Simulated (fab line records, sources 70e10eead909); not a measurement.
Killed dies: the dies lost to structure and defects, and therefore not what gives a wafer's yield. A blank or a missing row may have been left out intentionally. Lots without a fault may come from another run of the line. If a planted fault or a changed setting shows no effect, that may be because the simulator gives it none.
Chamber matching    flow nand-harc    rie-diel-04 running NHARC_A_STAIRCASE_DESCUM_252: 4 sister chambers
The step chemistry O2, time 3 s. 22 wafers are shown with their chamber, then 11 later ones without.

== WAFERS WITH THEIR CHAMBER ==
wafer   chamber  drypump-motor-current-A (A)  showerhead-plenum-p-Torr (Torr)  oes-product-au (a.u.)
L076.2  3        6.6                          2.07                             0.982
L076.4  2        5.3                          1.95                             1.011
L076.5  2        5.3                          1.95                             1.012
L077.1  2        5.3                          1.95                             1.007
L077.2  1        5.6                          1.86                             1.011
L077.3  0        5.5                          1.88                             0.987
L078.1  2        5.2                          1.95                             0.996
L078.2  1        5.6                          1.86                             0.998
L078.3  3        6.6                          2.07                             0.982
L079.2  0        5.4                          1.87                             0.990
L079.4  2        5.2                          1.94                             0.991
L079.5  3        6.6                          2.07                             0.961
L082.1  0        5.4                          1.87                             0.985
L082.2  2        5.3                          1.94                             0.999
L082.6  2        5.2                          1.94                             1.007
L093.3  0        5.5                          1.86                             0.994
L093.5  2        5.2                          1.93                             1.016
L093.6  1        5.6                          1.85                             1.022
L092.1  1        5.6                          1.85                             1.018
L092.3  3        6.6                          2.06                             0.990
L092.5  2        5.2                          1.93                             1.012
L094.2  2        5.3                          1.93                             1.004

SIGNATURES (means of the wafers above)
reading                   chamber 0  chamber 1  chamber 2  chamber 3  scatter within a chamber
drypump-motor-current-A   5.450      5.600      5.250      6.600      0.0441
showerhead-plenum-p-Torr  1.8700     1.8550     1.9410     2.0675     0.00769
oes-product-au            0.98900    1.01225    1.00550    0.97875    0.00887
Rule: for a wafer and a chamber, the distance is found by dividing, reading by reading, the gap between the wafer's reading and the chamber's mean by the reading's scatter, squaring, summing and taking the root. The wafer belongs to the nearest chamber; if the next one is less than 2 further off, it can't be placed. The scatter: the root of (the sum of the squares of (reading less its chamber's mean) over the shown wafers, divided by (wafers less chambers)).

== WAFERS WHOSE CHAMBER IS MISSING ==
wafer   drypump-motor-current-A (A)  showerhead-plenum-p-Torr (Torr)  oes-product-au (a.u.)
L094.4  5.6                          1.85                             0.997
L094.5  5.3                          1.93                             1.006
L095.3  5.2                          1.93                             1.019
L095.5  6.5                          2.05                             0.994
L095.6  5.5                          1.86                             1.001
L096.2  5.6                          1.85                             1.017
L096.3  5.2                          1.93                             1.018
L096.5  6.6                          2.05                             0.981
L097.2  5.6                          1.84                             1.014
L097.3  5.5                          1.86                             1.000
L097.4  6.5                          2.05                             0.988

== WHICH CHAMBER EACH ONE RAN IN ==
wafer   from the rows above      in truth
L094.4  1                        1
L094.5  2                        2
L095.3  2                        2
L095.5  3                        3
L095.6  can't be placed: 0 or 1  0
L096.2  1                        1
L096.3  2                        2
L096.5  3                        3
L097.2  1                        1
L097.3  can't be placed: 0 or 1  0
L097.4  3                        3
Correct placement for 9 of the 11. These rows do not allow placing 2 (true chamber among the candidates in 2). Wrongly placed: 0.
